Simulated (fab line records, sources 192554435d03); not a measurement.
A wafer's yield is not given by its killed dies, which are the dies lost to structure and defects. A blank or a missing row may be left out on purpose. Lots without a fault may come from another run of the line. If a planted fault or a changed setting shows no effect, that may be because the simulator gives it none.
Lot-split experiment / flow n5_finfet / 21 wafers read across 7 lots, on a route 1938 steps long

## SPLIT DETAILS
At N5_HKMG_FIN_EXPOSE_09 (exposes mask NWFM), the setting dose_mj was moved away from the recipe's 39.25 on 11 of the 21 wafers read, by -7.1% to -3.8%. This setting was run at the recipe's value on the other wafers.

## FROM THE SPLIT TO THE READING: what the file shows between them, 2 steps
- N5_HKMG_FIN_PEB_10: peb time 60 s
- N5_HKMG_FIN_DEVELOP_11: develop time 30 s

## THE READING
cd_nm at N5_HKMG_FIN_CD_MEAS_12, given in nm (cd target 92.8 nm). Fault-free wafers of this fab line usually give 92.9 nm, standard deviation 0.6 nm.

wafer=L076.1; tool, chamber at the split=arfi_scanner-01, 0; dose_mj as run=37.75; against the recipe=-3.8%; cd_nm, nm=89.5; against lot-mates on the recipe=no lot-mate on the recipe
wafer=L076.4; tool, chamber at the split=arfi_scanner-01, 0; dose_mj as run=37.75; against the recipe=-3.8%; cd_nm, nm=89.6; against lot-mates on the recipe=no lot-mate on the recipe
wafer=L076.6; tool, chamber at the split=arfi_scanner-01, 0; dose_mj as run=37.75; against the recipe=-3.8%; cd_nm, nm=90.5; against lot-mates on the recipe=no lot-mate on the recipe
wafer=L081.1; tool, chamber at the split=arfi_scanner-03, 0; dose_mj as run=36.7; against the recipe=-6.5%; cd_nm, nm=88.8; against lot-mates on the recipe=-3.4
wafer=L081.2; tool, chamber at the split=arfi_scanner-03, 0; dose_mj as run=39.25; against the recipe=recipe; cd_nm, nm=92.2; against lot-mates on the recipe=-
wafer=L081.3; tool, chamber at the split=arfi_scanner-03, 0; dose_mj as run=36.7; against the recipe=-6.5%; cd_nm, nm=89.3; against lot-mates on the recipe=-2.9
wafer=L083.1; tool, chamber at the split=arfi_scanner-02, 0; dose_mj as run=39.25; against the recipe=recipe; cd_nm, nm=92.9; against lot-mates on the recipe=-
wafer=L083.4; tool, chamber at the split=arfi_scanner-02, 0; dose_mj as run=37.14; against the recipe=-5.4%; cd_nm, nm=89.9; against lot-mates on the recipe=-3.0
wafer=L083.5; tool, chamber at the split=arfi_scanner-02, 0; dose_mj as run=37.14; against the recipe=-5.4%; cd_nm, nm=90.7; against lot-mates on the recipe=-2.2
wafer=L088.1; tool, chamber at the split=arfi_scanner-02, 0; dose_mj as run=36.45; against the recipe=-7.1%; cd_nm, nm=88.9; against lot-mates on the recipe=-4.0
wafer=L088.2; tool, chamber at the split=arfi_scanner-02, 0; dose_mj as run=39.25; against the recipe=recipe; cd_nm, nm=92.9; against lot-mates on the recipe=-
wafer=L088.3; tool, chamber at the split=arfi_scanner-02, 0; dose_mj as run=36.45; against the recipe=-7.1%; cd_nm, nm=87.6; against lot-mates on the recipe=-5.3
wafer=L089.3; tool, chamber at the split=arfi_scanner-01, 0; dose_mj as run=39.25; against the recipe=recipe; cd_nm, nm=93.0; against lot-mates on the recipe=-
wafer=L089.4; tool, chamber at the split=arfi_scanner-01, 0; dose_mj as run=39.25; against the recipe=recipe; cd_nm, nm=91.8; against lot-mates on the recipe=-
wafer=L089.6; tool, chamber at the split=arfi_scanner-01, 0; dose_mj as run=39.25; against the recipe=recipe; cd_nm, nm=93.5; against lot-mates on the recipe=-
wafer=L096.1; tool, chamber at the split=arfi_scanner-02, 0; dose_mj as run=39.25; against the recipe=recipe; cd_nm, nm=92.4; against lot-mates on the recipe=-
wafer=L096.4; tool, chamber at the split=arfi_scanner-02, 0; dose_mj as run=39.25; against the recipe=recipe; cd_nm, nm=92.3; against lot-mates on the recipe=-
wafer=L096.6; tool, chamber at the split=arfi_scanner-02, 0; dose_mj as run=39.25; against the recipe=recipe; cd_nm, nm=91.9; against lot-mates on the recipe=-
wafer=L097.3; tool, chamber at the split=arfi_scanner-03, 0; dose_mj as run=39.25; against the recipe=recipe; cd_nm, nm=93.6; against lot-mates on the recipe=-
wafer=L097.4; tool, chamber at the split=arfi_scanner-03, 0; dose_mj as run=37.46; against the recipe=-4.6%; cd_nm, nm=89.7; against lot-mates on the recipe=-3.9
wafer=L097.6; tool, chamber at the split=arfi_scanner-03, 0; dose_mj as run=37.46; against the recipe=-4.6%; cd_nm, nm=91.5; against lot-mates on the recipe=-2.1

THE FIT
A straight line over all 21 wafers: cd_nm changes by +0.56 nm for each +1% of dose_mj; r = +0.92; the points scatter about the line by 0.73 nm.
The same after taking each lot's own level away (the mean of its wafers on the recipe; 18 wafers): +0.57 nm for each +1%; r = +0.94; scatter 0.64 nm.
Per that fit: largest dose_mj move, reading shift of 4.1 nm.
The lots' own levels span 92.20 to 93.60 nm, that is 2.3 times the standard deviation above.
So the lot-to-lot level changes the slope little: the two slopes agree.
Check: for one of the wafers moved furthest among these (-7.1%), held out of the fit, the line's prediction against its lot-mates is -4.08 nm. Against them it came out at -4 nm.

## OTHER SPLITS ON THESE WAFERS
Other splits were also applied to these wafers ahead of the reading. Each is held against what the fit with the lots' levels taken away leaves over:
other split on the same wafers=N5_SD_EPI_P_PEB_07 peb_time_s; wafers away from the commonest value=3; r with cd_nm (lot level and that fit taken away)=-0.10
other split on the same wafers=N5_HKMG_FIN_COAT_42 spin_rpm; wafers away from the commonest value=3; r with cd_nm (lot level and that fit taken away)=+0.09
other split on the same wafers=N5_HKMG_FIN_COAT_43 spin_rpm; wafers away from the commonest value=5; r with cd_nm (lot level and that fit taken away)=-0.06
other split on the same wafers=N5_HKMG_FIN_COAT_06 spin_rpm; wafers away from the commonest value=6; r with cd_nm (lot level and that fit taken away)=+0.12

## THE FILE'S OWN FIT
cd_nm changes by +0.568 nm for each +1% of dose_mj, r = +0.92.
